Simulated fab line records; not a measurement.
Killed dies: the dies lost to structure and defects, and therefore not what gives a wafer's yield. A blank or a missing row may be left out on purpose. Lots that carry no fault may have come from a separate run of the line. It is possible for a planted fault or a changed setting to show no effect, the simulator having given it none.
fab line records	flow n5Finfet
record: lots: 9	wafers: 27	lastDay: 18
route steps=1938 shown BEOL_M4@1111 BEOL_M9@1416 BEOL_M10@1471 PASSIVATION@1936
lots untouched by any fault: they come from a run of this same line in which no faults occurred
startH: hours from the record's first day to the start of the lot's first wafer shown	waitH: hours elapsed since this lot's preceding step	" the same as in the row above	L1.1+2: a single row standing in for several wafers	- either no value or no given start	* or withheld: withheld	< > ~ a bound
route shown NAME@n: NAME is a module with steps in the file, n the number in the route of the first one	usual: mean/standard deviation taken from wafers without a fault	same: alike in all rows	chamber/n: place in a boat	sites: each site's reading	_std_site: standard deviation across them	_edge_site: the outer-site mean with the inner-site mean subtracted	radiusMm: for every site, how far away it sits from the centre of the wafer	mask NAME#n: copy n	behind: tool/chamber where the wafer was last shaped	hold: why the lot was held/for how many hours/how that ended	device: the transistor (n, p or np) that didn't switch	end of line: the same wafers' tests at the end of the route	for a step that has no rows: nothing shown but its recipe	killed: not the wafer's yield, but the dies lost to structure and defects at the first sort	map: the dies of a wafer, with x for killed, . for not killed, _ for no die there
set.NAME: the run value of the setting; set.NAME@STEP: its run value at that earlier step	model.NAME: the simulator's own value behind a step, which no gauge read
route steps across a sampled set of lots; one table per step, one row per wafer
services: when a tool's chamber went out of use (startH, in hours from the record's first day, below 0 if earlier), for how many hours, and the reason
== steps ==
step: N5_BEOL_M4_RC_MEAS_101
usual: DIBL_N: 36.3/1.8	DIBL_P: 36.5/2.1	IOFF_N: 0.16/0.031	IOFF_P: 0.22/0.038	ION_N: 677/12	ION_P: 466/7.8	SS_N: 71.5/0.61	SS_P: 73.2/0.7	VT_N: 249/3	VT_P: -248.9/3
lot.wafer	tool	chamber	startH	waitH	DIBL_N[mV/V]	DIBL_P[mV/V]	IOFF_N[nA/um]	IOFF_P[nA/um]	ION_N[uA/um]	ION_P[uA/um]	SS_N[mV/dec]	SS_P[mV/dec]	VT_N[mV]	VT_P[mV]
L335.2	prober-02	0	187.03	1.1	34.6	35.1	0.14	0.22	676	472	71.2	73.5	251	-245.7
L335.5	"	0	"	"	36.4	37.0	0.17	0.24	682	474	70.5	73.3	246	-246.0
L335.6	"	0	"	"	34.8	34.2	0.13	0.21	662	464	71.4	72.3	252	-249.5
L339.1	prober-02	0	207.06	0.0	38.6	37.6	0.19	0.25	681	468	71.4	74.4	248	-248.4
L339.4	"	0	"	"	36.0	36.0	0.16	0.23	691	473	71.2	73.8	247	-246.6
L339.6	"	0	"	"	37.0	36.9	0.17	0.23	694	472	70.9	73.6	248	-249.9
L342.2	prober-02	0	217.02	0.2	35.5	37.0	0.17	0.27	689	478	71.1	73.5	246	-243.1
L342.5	"	0	"	"	34.6	35.8	0.15	0.24	687	480	71.0	72.2	249	-246.4
L342.6	"	0	"	"	39.3	42.0	0.28	0.38	708	488	72.2	73.6	238	-240.6
L343.1	prober-02	0	226.11	0.0	36.3	36.3	0.14	0.18	665	455	71.3	73.1	252	-255.5
L343.5	"	0	"	"	34.8	34.0	0.12	0.15	664	455	71.0	72.9	256	-258.4
L343.6	"	0	"	"	38.2	39.1	0.18	0.22	693	465	70.9	74.1	249	-252.0
L348.1	prober-01	0	263.90	0.0	37.1	35.6	0.15	0.21	672	465	72.3	73.7	253	-248.6
L348.4	"	0	"	"	38.7	37.7	0.19	0.25	687	471	72.5	73.8	250	-247.8
L348.5	"	0	"	"	38.9	38.3	0.18	0.27	679	467	72.9	73.5	250	-247.4
L353.4	prober-02	0	281.58	0.5	34.9	35.1	0.15	0.21	681	469	71.1	72.8	247	-249.8
L353.5	"	0	"	"	37.3	38.4	0.20	0.25	686	470	71.6	73.8	247	-248.2
L353.6	"	0	"	"	34.2	34.0	0.14	0.18	664	462	71.3	72.1	251	-254.4
L352.1	prober-01	0	281.64	0.0	35.2	34.0	0.14	0.20	668	466	71.4	72.5	251	-248.6
L352.5	"	0	"	"	35.4	34.4	0.14	0.20	670	470	70.9	72.0	250	-248.9
L352.6	"	0	"	"	36.0	35.0	0.16	0.22	685	478	71.8	72.4	248	-248.1
L355.2	prober-02	0	300.58	0.2	33.1	33.0	0.12	0.19	661	466	70.7	71.9	255	-247.7
L355.4	"	0	"	"	34.5	34.4	0.14	0.21	685	470	70.8	73.4	251	-247.6
L355.6	"	0	"	"	35.5	35.7	0.16	0.23	669	469	70.9	72.7	248	-248.0
L356.1	prober-02	0	307.68	0.0	32.2	32.2	0.10	0.15	641	449	70.8	72.1	256	-254.0
L356.4	"	0	"	"	32.5	32.5	0.11	0.15	671	462	70.4	72.4	255	-252.8
L356.5	"	0	"	"	33.8	33.8	0.12	0.17	650	453	70.7	72.5	253	-252.0
step: N5_BEOL_M9_INSPECT_13
recipe: mode: adi	inspectInstrument: brightfield
usual: rawDefectCount: 384/96
lot.wafer	tool	chamber	startH	waitH	rawDefectCount
L335.2	defectInspect-02	-	225.23	0.0	377
L335.5	"	-	"	"	353
L335.6	"	-	"	"	327
L339.1	defectInspect-01	-	250.31	0.0	431
L339.4	"	-	"	"	410
L339.6	"	-	"	"	412
L342.2	defectInspect-01	-	257.25	0.0	684
L342.5	"	-	"	"	366
L342.6	"	-	"	"	531
L343.1	defectInspect-02	-	269.03	0.0	278
L343.5	"	-	"	"	353
L343.6	"	-	"	"	349
L348.1	defectInspect-02	-	306.84	0.0	496
L348.4	"	-	"	"	547
L348.5	"	-	"	"	590
L353.4	defectInspect-02	-	325.81	0.0	326
L353.5	"	-	"	"	377
L353.6	"	-	"	"	312
L352.1	defectInspect-01	-	326.39	0.0	416
L352.5	"	-	"	"	342
L352.6	"	-	"	"	431
L355.2	defectInspect-01	-	343.64	0.0	208
L355.4	"	-	"	"	427
L355.6	"	-	"	"	369
L356.1	defectInspect-02	-	355.32	0.0	388
L356.4	"	-	"	"	301
L356.5	"	-	"	"	333
step: N5_BEOL_M9_ETCH_66
recipe: chemistry: N2/H2	target: SOC	targetDepthA: 800	overetchA: 160	maskMaterial: SiARC	tempC: 40	timeS: 120	ionEnergyEv: 200	pressureMtorr: 30	sourceW: 840	biasW: 150	n2FlowSccm: 200	h2FlowSccm: 200
usual: biasW: 150.0/0.43	drypumpMotorCurrentA: 5.9/0.4	oesProductAu: 0.60/0.066	rfVppV: 524.3/2.1	showerheadPlenumPTorr: 2.56/0.07	throttleValvePct: 17.83/0.27
lot.wafer	tool	chamber	startH	waitH	biasW	drypumpMotorCurrentA	oesProductAu	rfHoursCounterH	rfVppV	showerheadPlenumPTorr	throttleValvePct
L335.2	rieDiel-04	3	228.15	0.0	150.0	5.3	0.56	202	526.6	2.63	18.17
L335.5	"	0	"	"	150.1	6.1	0.65	-	524.8	2.59	17.49
L335.6	"	1	"	"	149.9	6.3	0.57	-	526.2	2.64	17.69
L339.1	rieDiel-06	2	251.62	0.0	150.1	5.5	0.61	101	521.1	2.46	17.74
L339.4	"	0	"	"	150.1	5.4	0.54	209	523.2	2.51	18.17
L339.6	"	3	"	"	150.3	6.0	0.54	-	520.2	2.42	18.16
L342.2	rieDiel-04	2	259.62	0.0	149.6	6.4	0.74	3	525.5	2.62	17.77
L342.5	"	0	"	"	149.9	6.1	0.64	-	525.8	2.58	17.50
L342.6	"	1	"	"	149.9	6.3	0.56	-	526.8	2.63	17.70
L343.1	rieDiel-03	1	271.01	0.0	150.4	5.8	0.52	227	526.6	2.63	18.07
L343.5	"	2	"	"	150.3	5.7	0.61	-	522.5	2.46	17.59
L343.6	"	3	"	"	150.1	6.3	0.69	-	525.5	2.59	17.36
L348.1	rieDiel-04	2	311.12	0.0	148.9	6.4	0.70	15	526.4	2.61	17.80
L348.4	"	3	"	"	149.5	5.4	0.55	227	525.4	2.62	18.23
L348.5	"	2	"	"	149.6	6.4	0.70	-	526.6	2.61	17.81
L353.4	rieDiel-04	0	331.53	0.0	150.4	6.1	0.62	113	525.5	2.57	17.55
L353.5	"	1	"	"	150.4	6.4	0.56	-	524.5	2.62	17.75
L353.6	"	0	"	"	150.3	6.1	0.62	-	523.9	2.57	17.55
L352.1	rieDiel-06	2	331.99	0.0	149.5	5.5	0.58	127	522.5	2.45	17.81
L352.5	"	0	"	"	149.8	5.4	0.52	-	522.4	2.50	18.22
L352.6	"	1	"	"	149.5	5.3	0.55	-	523.4	2.53	18.03
L355.2	rieDiel-04	1	345.61	0.0	150.5	6.3	0.54	196	527.2	2.62	17.74
L355.4	"	2	"	"	149.5	6.4	0.69	27	525.6	2.60	17.83
L355.6	"	3	"	"	149.4	5.3	0.54	-	526.3	2.62	18.25
L356.1	rieDiel-03	0	360.23	0.0	150.0	6.2	0.68	37	525.3	2.60	17.84
L356.4	"	3	"	"	150.4	6.4	0.66	-	524.4	2.58	17.39
L356.5	"	2	"	"	149.8	5.7	0.59	-	521.3	2.44	17.64
step: N5_BEOL_M9_ECD_50
recipe: material: Cu	targetThkA: 3180
lot.wafer	tool	chamber	startH	waitH
L335.2+5+6	ecdCu-01	1,1,0	230.48	0.1
L339.1+4+6	ecdCu-01	0,0,1	253.64	0.1
L342.2+5+6	ecdCu-02	1,1,0	261.74	0.1
L343.1+5+6	ecdCu-01	1,1,0	274.61	0.1
L348.1+4+5	ecdCu-02	1,0,0	313.05	0.1
L353.4+5+6	ecdCu-01	0,0,1	334.15	0.1
L352.1+5+6	ecdCu-01	0,0,1	334.92	0.1
L355.2+4+6	ecdCu-01	1	349.26	0.1
L356.1+4+5	ecdCu-01	0,1,1	364.26	0.1
step: N5_BEOL_M9_CMP_52
recipe: stopOn: SiCOH_lowk	tOverpolishS: 7	downForcePsi: 1	platenRpm: 50	clearingPlatenDownForcePsi: 1.5	clearingPlatenRpm: 50	postCmpClean: cuAlkaline	targetThkNm: 140	clearingPlatenPadVelocityMS: 0.99484	padVelocityMS: 0.99484
usual: headPressurePsi: 1.0000/0.0021	motorCurrentA: 6.3/0.45	retainingRingPressureFrac: 0.999/0.0044	timeToEndpointS: 66/3.6
lot.wafer	tool	chamber	startH	waitH	headPressurePsi	motorCurrentA	retainingRingPressureFrac	timeToEndpointS
L335.2	cmp-02	1	232.89	0.2	1.0013	7.0	1.003	59
L335.5	"	1	"	"	0.9948	6.6	1.006	57
L335.6	"	2	"	"	0.9997	7.4	1.000	65
L339.1	cmp-03	2	254.04	0.3	1.0002	5.8	1.000	3
L339.4	"	3	"	"	1.0014	6.8	1.005	1
L339.6	"	2	"	"	0.9997	6.0	1.003	4
L342.2	cmp-01	0	262.65	0.3	1.0010	6.1	1.009	4
L342.5	"	1	"	"	1.0004	6.6	0.999	2
L342.6	"	2	"	"	0.9962	6.1	1.001	0
L343.1	cmp-01	2	275.14	0.4	0.9982	6.1	0.996	0
L343.5	"	3	"	"	1.0002	6.3	0.993	3
L343.6	"	0	"	"	0.9974	5.7	0.995	1
L348.1	cmp-03	0	313.67	0.3	1.0022	6.0	0.997	70
L348.4	"	3	"	"	1.0003	6.8	0.998	65
L348.5	"	0	"	"	1.0004	5.7	1.005	68
L353.4	cmp-03	0	334.55	0.1	0.9982	5.6	0.998	70
L353.5	"	0	"	"	1.0009	5.7	0.998	69
L353.6	"	1	"	"	0.9995	6.8	0.997	60
L352.1	cmp-03	3	335.51	0.4	0.9976	6.6	1.006	64
L352.5	"	2	"	"	0.9993	6.1	0.994	66
L352.6	"	3	"	"	1.0002	6.7	1.005	61
L355.2	cmp-02	3	349.82	0.4	1.0058	6.9	0.993	65
L355.4	"	0	"	"	1.0001	6.2	1.000	70
L355.6	"	2	"	"	1.0019	7.0	0.999	65
L356.1	cmp-01	1	364.74	0.3	0.9989	6.8	0.998	70
L356.4	"	3	"	"	1.0037	6.1	0.989	71
L356.5	"	1	"	"	0.9995	6.8	0.998	70
step: N5_BEOL_M10_CURE_71
recipe: tempC: 385	timeS: 240	ambient: He/Ar	material: SiCOH_lowk
usual: lampPowerPct: 52.31/0.062	wafer_temp_C_max: 386.7/0.87
lot.wafer	tool	chamber	startH	waitH	lampPowerPct	wafer_temp_C_max
L335.2	uvCure-01	2	233.55	0.1	52.35	386.4
L335.5	"	2	"	"	52.36	385.9
L335.6	"	2	"	"	52.18	386.0
L348.1	uvCure-02	2	314.24	0.0	52.31	389.2
L348.4	"	2	"	"	52.32	388.0
L348.5	"	2	"	"	52.40	387.5
L353.4	uvCure-01	2	335.85	0.8	52.32	386.0
L353.5	"	2	"	"	52.20	386.0
L353.6	"	2	"	"	52.28	386.1
L352.1	uvCure-01	2	336.16	0.2	52.28	385.4
L352.5	"	2	"	"	52.33	385.4
L352.6	"	2	"	"	52.26	386.0
L355.2	uvCure-03	0	350.43	0.1	52.21	387.1
L355.4	"	0	"	"	52.26	386.6
L355.6	"	0	"	"	52.27	386.7
L356.1	uvCure-03	1	365.31	0.0	52.26	386.0
L356.4	"	1	"	"	52.24	385.9
L356.5	"	1	"	"	52.36	386.5
step: N5_PASSIVATION_PROBE_49
usual: defectLimitedYield: 91.2/1.5	killed_at_M0_to_M3: 33/9.6	killed_at_M4_up: 14/5.6	killedAtContacts: 14/5.5	killedAtFrontEnd: 40/13	killedAtOther: 4/3	killedDies: 104/17	killedOnRim: 14/4.3	killedOpen: 68/13	killedShort: 33/7.2	sort_bin_5_function: 5.2/0.95	sort_bin_6_memory: 3.3/0.62	sort_bin_8_speed: 0.00/0.012	sortNPass: 1076/17	sortYieldPct: 91.2/1.5
same: grossDies: 1180	killedAtBackSide: 0	sort_bin_4_leakage[%]: 0
lot.wafer	tool	chamber	startH	waitH	defectLimitedYield[%]	killed_at_M0_to_M3	killed_at_M4_up	killedAtContacts	killedAtFrontEnd	killedAtOther	killedDies	killedOnRim	killedOpen	killedShort	sort_bin_5_function[%]	sort_bin_6_memory[%]	sort_bin_8_speed[%]	sortNPass	sortYieldPct[%]
L339.1	prober-01	-	315.08	0.0	0	24	1092	5	57	2	1180	152	73	28	96.4	3.2	0	0	0
L339.4	prober-01	-	315.23	0.2	0	40	1067	14	57	2	1180	152	87	41	96.4	3.2	0	0	0
L339.6	prober-01	-	315.33	0.3	0	62	1067	5	44	2	1180	152	99	30	95.2	4.3	0	0	0
L342.2	prober-01	-	322.54	0.1	0	47	1074	19	39	1	1180	152	83	38	96.5	2.9	0	0	0
L342.5	prober-01	-	322.69	0.2	0	46	1101	8	25	0	1180	152	56	32	96.9	2.9	0	0	0
L342.6	prober-01	-	322.74	0.3	0	32	1101	9	32	6	1180	152	70	27	96.9	2.9	0	0	0
L343.1	prober-02	-	331.90	0.0	0	41	1098	7	34	0	1180	152	68	30	96.7	3.1	0	0	0
L343.5	prober-02	-	332.10	0.2	0	23	1105	13	37	2	1180	152	48	33	96.9	2.8	0	0	0
L343.6	prober-02	-	332.15	0.3	0	53	1082	8	35	2	1180	152	73	44	95.8	3.6	0	0	0
L348.1	prober-01	-	372.57	0.0	90.7	36	8	11	47	8	110	15	68	36	5.6	3.1	0	1070	90.7
L348.4	prober-01	-	372.72	0.2	91.0	19	11	13	54	9	106	19	62	38	5.3	3.3	0	1074	91.0
L348.5	prober-01	-	372.77	0.2	90.7	24	9	13	50	14	110	15	69	31	5.3	3.5	0	1070	90.7
killed by level:class
L339.1 BEOL_M9:areaEcd=1075 STI_FIN_REVEAL:geometricParticle:open=16 BEOL_M4:geometricParticle:open=10 DUMMY_GATE:geometricParticle:open=8 FIN_SAQP:geometricParticle:open=7 BEOL_M0_SAQP:geometricParticle:open=6 STARTING-WAFER:geometricParticle:open=6 STI_FIN_REVEAL:geometricParticle:short=5
L339.4 BEOL_M9:areaEcd=1050 FIN_SAQP:geometricParticle:open=17 BEOL_M2:geometricParticle:open=15 FIN_SAQP:geometricParticle:short=12 MOL_CONTACT_COAG:geometricParticle:open=11 STI_FIN_REVEAL:geometricParticle:open=9 BEOL_M0_SAQP:geometricParticle:short=9 BEOL_M4:geometricParticle:open=7
L339.6 BEOL_M9:areaEcd=1048 STI_FIN_REVEAL:geometricParticle:open=17 BEOL_M1:geometricParticle:open=16 FIN_SAQP:geometricParticle:open=11 BEOL_M0_SAQP:geometricParticle:short=11 BEOL_M0_SAQP:geometricParticle:open=11 BEOL_M4:geometricParticle:open=10 BEOL_M2:geometricParticle:open=10
L342.2 BEOL_M9:areaEcd=1059 STI_FIN_REVEAL:geometricParticle:open=13 BEOL_M0_SAQP:geometricParticle:short=12 BEOL_M0_SAQP:geometricParticle:open=11 MOL_CONTACT_COAG:geometricParticle:open=10 BEOL_M2:geometricParticle:open=10 MOL_CONTACT_COAG:geometricParticle:short=9 BEOL_M3:geometricParticle:open=9
L342.5 BEOL_M9:areaEcd=1092 BEOL_M0_SAQP:geometricParticle:short=13 BEOL_M2:geometricParticle:open=10 BEOL_M0_SAQP:geometricParticle:open=9 STI_FIN_REVEAL:geometricParticle:open=6 MOL_CONTACT_COAG:geometricParticle:open=6 BEOL_M3:geometricParticle:open=5 STARTING-WAFER:geometricParticle:open=5
L342.6 BEOL_M9:areaEcd=1082 STI_FIN_REVEAL:geometricParticle:open=13 BEOL_M3:geometricParticle:open=10 MOL_CONTACT_COAG:geometricParticle:open=7 BEOL_M4:geometricParticle:open=7 STARTING-WAFER:geometricParticle:open=6 FIN_SAQP:geometricParticle:short=4 BEOL_M0_SAQP:geometricParticle:short=4
L343.1 BEOL_M9:areaEcd=1080 BEOL_M2:geometricParticle:open=12 STI_FIN_REVEAL:geometricParticle:open=9 BEOL_M4:geometricParticle:open=8 FIN_SAQP:geometricParticle:short=7 BEOL_M1:geometricParticle:open=7 MOL_CONTACT_COAG:geometricParticle:open=6 BEOL_M0_SAQP:geometricParticle:short=6
L343.5 BEOL_M9:areaEcd=1095 FIN_SAQP:geometricParticle:short=13 MOL_CONTACT_COAG:geometricParticle:open=12 BEOL_M0:geometricParticle:open=5 FIN_SAQP:geometricParticle:open=4 BEOL_M2:geometricParticle:short=4 STI_FIN_REVEAL:geometricParticle:open=4 ILD0:geometricParticle:short=4
L343.6 BEOL_M9:areaEcd=1061 BEOL_M2:geometricParticle:open=14 BEOL_M0_SAQP:geometricParticle:short=13 BEOL_M0_SAQP:geometricParticle:open=10 FIN_SAQP:geometricParticle:short=9 BEOL_M3:geometricParticle:open=7 BEOL_M4:geometricParticle:open=7 BEOL_M2:geometricParticle:short=6
L348.1 FIN_SAQP:geometricParticle:open=13 BEOL_M0_SAQP:geometricParticle:open=13 FIN_SAQP:geometricParticle:short=10 STI_FIN_REVEAL:geometricParticle:open=9 BEOL_M0_SAQP:geometricParticle:short=9 MOL_CONTACT_COAG:geometricParticle:open=8 BEOL_M2:geometricParticle:open=6 PASS1_DEP:geometricParticle:open=4
L348.4 STI_FIN_REVEAL:geometricParticle:open=11 FIN_SAQP:geometricParticle:open=10 MOL_CONTACT_COAG:geometricParticle:open=9 FIN_SAQP:geometricParticle:short=6 ILD0:geometricParticle:short=6 GATE_CUT:geometricParticle:open=6 BEOL_M2:geometricParticle:open=6 BEOL_M0_SAQP:geometricParticle:open=4
L348.5 STI_FIN_REVEAL:geometricParticle:open=18 MOL_CONTACT_COAG:geometricParticle:open=13 FIN_SAQP:geometricParticle:short=8 FIN_SAQP:geometricParticle:open=6 BEOL_M3:geometricParticle:open=6 STARTING-WAFER:geometricParticle:short=5 BEOL_M2:geometricParticle:open=4 PASS1_CAP:geometricParticle:short=4
== services ==
tool	chamber	startH	hours	kind
rieDiel-06	0	211.47	8.5	repair
cmp-03	-	211.73	4.0	pm
cmp-02	-	220.59	2.2	repair
uvCure-03	-	226.46	5.7	repair
cmp-02	-	235.42	0.2	repair
cmp-02	-	237.66	1.6	repair
cmp-02	-	260.11	0.7	repair
cmp-02	-	266.84	2.7	repair
uvCure-02	-	271.68	7.5	pm
rieDiel-03	-	272.06	0.8	repair
cmp-02	-	277.51	4.0	pm
ecdCu-02	-	281.96	0.4	repair
uvCure-03	-	291.28	22.2	pm
cmp-03	-	292.90	0.4	repair
rieDiel-03	3	317.24	8.8	repair
uvCure-01	-	327.76	7.5	pm
cmp-01	-	333.86	4.0	pm
rieDiel-04	3	334.18	5.4	repair
cmp-02	-	340.24	3.8	repair
uvCure-03	-	348.76	0.4	repair
cmp-03	-	351.54	0.9	repair
cmp-03	-	355.75	5.8	pm
ecdCu-02	-	361.70	2.3	repair
cmp-03	-	362.54	1.7	repair
== key ==
firstSign: step: N5_BEOL_M9_CMP_52	reading: timeToEndpointS	direction: down	sigmas: 18	usual: *	struck: *
effect: step: N5_PASSIVATION_PROBE_49	reading: killed_at_M4_up	direction: up	sigmas: 99+	usual: 14	struck: 1087
moreKillsBornAt: N5_BEOL_M9_ECD_50@ecdCu-01: 6409	N5_BEOL_M9_ECD_50@ecdCu-02: 3233
metAt N5_BEOL_M9_ECD_50
struckLots L339,L342,L343
laterRowsLeftOut L339.1,L339.4,L339.6,L342.2,L342.5,L342.6,L343.1,L343.5,L343.6
notActingAt N5_BEOL_M9_INSPECT_13,N5_BEOL_M9_ETCH_66,N5_BEOL_M10_CURE_71
onsetBetween 230.48 253.64
fault: kind: skippedStepWhole	tool: ecdCu-01,ecdCu-02	chamber: -	onsetH: 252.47	steps: N5_BEOL_M9_ECD_50	scope: struckLotsOnly
laterRowsLeftOut: the simulator's readings of these wafers behind a module that went badly wrong aren't trusted and aren't shown, but for the sort
